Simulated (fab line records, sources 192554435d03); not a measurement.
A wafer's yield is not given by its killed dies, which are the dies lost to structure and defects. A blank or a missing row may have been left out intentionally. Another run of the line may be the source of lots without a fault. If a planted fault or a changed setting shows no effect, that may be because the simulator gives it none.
Struck lot and sound lot, side by side    flow n5Finfet    37 steps out of a route of 1938
Sound: the wafers L261.2, L261.3, L261.5. Struck: wafers L271.1, L271.2 (left out: L271.6, a lot-mate that was not struck); the cause follows at the end.
Per side, at each step with rows, come the tool, then ch with its chambers, and then its first start. Under that, the readings that differ: sound wafers    struck wafers    difference of the means    sigmas: that difference in standard deviations of wafers without a fault.
alike: readings whose means differ by less than 2 such deviations, and words and numbers that are the same on both sides. not compared: withheld readings, readings that some wafer has no value for, bounds like >300 that may hide the same value, and numbers for which the record gives no deviation and whose values overlap.
The two part at a step that has a row with sigmas, a row that says differs or no value, or rows on one side only. When numbers do not overlap yet have no deviation, they are printed without sigmas and do not part them. A reading that every wafer of one side lacks parts them only if that side has two wafers or more.

first, 9 steps without rows for these wafers: N5_BEOL_M4_ANNEAL_95 (time 240 s); N5_BEOL_M4_SPUTTER_96 (material Cu, target thk 4.5 nm, time 8.29 s); N5_BEOL_M4_ECD_50 (material Cu, target thk 300 nm); N5_BEOL_M4_ANNEAL_51 (time 90 s); N5_BEOL_M4_CMP_52 (polishes, stops on SiOC, t overpolish 6.8 s, target thk 40 nm); N5_BEOL_M4_PRE_CLEAN_60 (time 15 s); N5_BEOL_M4_CO_CAP_55 (material Co, precursor CCTBA/H2, target thk 2 nm, time 102.1 s); N5_BEOL_M4_PRE_CLEAN_56 (time 15 s); N5_BEOL_M4_DEP_57 (deposits SiCN from 3MS/NH3, target thk 8 nm, time 14 s).
N5_BEOL_M4_RC_MEAS_101:
  sound on prober-01 ch 0, day 9 06:04; struck on prober-02 ch 0, day 12 03:31
  alike: DIBL_N, DIBL_P, IOFF_N, IOFF_P, ION_N, ION_P, SS_N, SS_P, VT_N, VT_P
then, 3 steps without rows for these wafers: N5_BEOL_M5_ILD_DEP_00 (deposits SiCOH lowk from DEMS/porogen, target thk 140.64 nm, time 25.9 s); N5_BEOL_M5_CURE_79 (cures SiCOH lowk, time 240 s); N5_BEOL_M5_PECVD_70 (deposits SiO2 from TEOS/O2, target thk 16 nm, time 18 s).
N5_BEOL_M5_HM_DEP_02: deposits TiN, target thk 20 nm.
  sound on pvdSputter-02, day 9 08:35; struck on pvdSputter-02, day 12 05:32
reading                                    sound     struck     difference  sigmas
model.TiN_of_BEOL_M5_HM_DEP_02.thkNm (nm)  20 20 20  28.4 28.6  +8.5        
  alike: throttleValvePct
then, 16 steps without rows for these wafers: N5_BEOL_M5_COAT_59 (time 60 s, resist thk 60 nm); N5_BEOL_M5_COAT_60 (time 60 s, resist thk 12 nm); N5_BEOL_M5_COAT_71 (time 60 s, resist thk 5 nm); N5_BEOL_M5_COAT_05 (resist thk 30 nm); N5_BEOL_M5_EBR_07; N5_BEOL_M5_SOFTBAKE_06 (time 60 s); N5_BEOL_M5_EXPOSE_08 (exposes mask M5, target cd 28 nm); N5_BEOL_M5_PEB_09 (peb time 60 s); N5_BEOL_M5_DEVELOP_10 (develop time 30 s); N5_BEOL_M5_DESCUM_16 (chemistry O2, time 7 s); N5_BEOL_M5_ETCH_72 (etches underlayer in N2/H2, target depth 6.5 nm, time 5.2 s); N5_BEOL_M5_ETCH_61 (etches SiARC in CF4, target depth 15.6 nm, time 26 s); N5_BEOL_M5_ETCH_62 (etches SOC in N2/H2, target depth 75 nm, overetch 15 nm, time 112.5 s); N5_BEOL_M5_STRIP_63 (strips in N2/H2); N5_BEOL_M5_STRIP_73 (strips in N2/H2); N5_BEOL_M5_STRIP_64 (strips in CF4).
N5_BEOL_M5_HM_OPEN_17: chemistry Cl2/BCl3, target TiN, target depth 20 nm, overetch 6 nm.
  sound on rieMetal-01 ch 0,1, day 9 09:28; struck on rieMetal-03 ch 0,1, day 12 06:40
reading                  sound              struck      difference  sigmas
oesProductAu (a.u.)      0.56 0.55 0.67     0.70 0.78   +0.15       +2
model.etch.depthNm (nm)  20.05 20.05 20.05  26.3 25.22  +5.7        
  alike: chamberPressureMTorr, drypumpMotorCurrentA, throttleValvePct
  not compared: rfHoursCounterH
then, 3 steps without rows for these wafers: N5_BEOL_M5_STRIP_19 (strips in O2); N5_BEOL_M5_COAT_65 (time 60 s, resist thk 60 nm); N5_BEOL_M5_COAT_66 (time 60 s, resist thk 12 nm).
N5_BEOL_M5_TRENCH_ETCH_37: etches SiCOH lowk in C4F6/O2, target depth 71.652 nm, time 24.7 s.
  sound on rieDiel-02 ch 1,2,3; struck on rieDiel-02 ch 0,2
reading                                    sound                 struck         difference  sigmas
chamberPressureMTorr (mTorr)               29.998 30.067 30.056  29.950 29.998  -0.066      -2
model.TiN_of_BEOL_M5_HM_DEP_02.thkNm (nm)  18 18 18              26.4 26.6      +8.5        
  alike: drypumpMotorCurrentA, oesProductAu, rfVppV, showerheadPlenumPTorr, throttleValvePct
  not compared: rfHoursCounterH
N5_BEOL_M5_OCD_MEAS_38:
  sound on ocd-01, day 9 13:30; struck on ocd-01, day 12 08:37
reading             sound           struck     difference  sigmas
trenchDepthNm (nm)  69.6 71.3 68.8  44.1 12.9  -41.4       -24
-- record jumps: 4 days separate the struck wafers' starts on either side; left off in module BEOL_M5, taken up again in module PASSIVATION, whose first shown step is the route's number 1936 --
N5_PASSIVATION_PROBE_49:
  sound on prober-01, day 13 14:55; struck on prober-02, day 16 11:35
reading                  sound           struck     difference  sigmas
defectLimitedYield (%)   93.6 93.1 89.6  51.9 22.5  -54.9       -39
killed_at_M0_to_M3       22 11 32        58 42      +28         +3
killed_at_M4_up          21 9 18         432 796    +598        +99 or more
killedAtFrontEnd         15 45 44        65 60      +28         +2
killedDies               75 82 123       568 914    +648        +38
killedOpen               45 48 71        102 88     +40         +3
sort_bin_5_function (%)  4.5 4.3 6.3     43.1 73.5  +53.3       +56
sort_bin_6_memory (%)    1.8 2.5 3.1     4.8 3.4    +1.6        +2
sortNPass                1105 1098 1057  606 266    -651        -38
sortYieldPct (%)         93.6 93.1 89.6  51.4 22.5  -55.1       -37
  alike: killedAtContacts, killedAtOther, killedShort, sort_bin_4_leakage

WHERE THEY PART
First at N5_BEOL_M5_HM_OPEN_17; last, within this record, at N5_PASSIVATION_PROBE_49.

WHY: the cause the simulator had injected
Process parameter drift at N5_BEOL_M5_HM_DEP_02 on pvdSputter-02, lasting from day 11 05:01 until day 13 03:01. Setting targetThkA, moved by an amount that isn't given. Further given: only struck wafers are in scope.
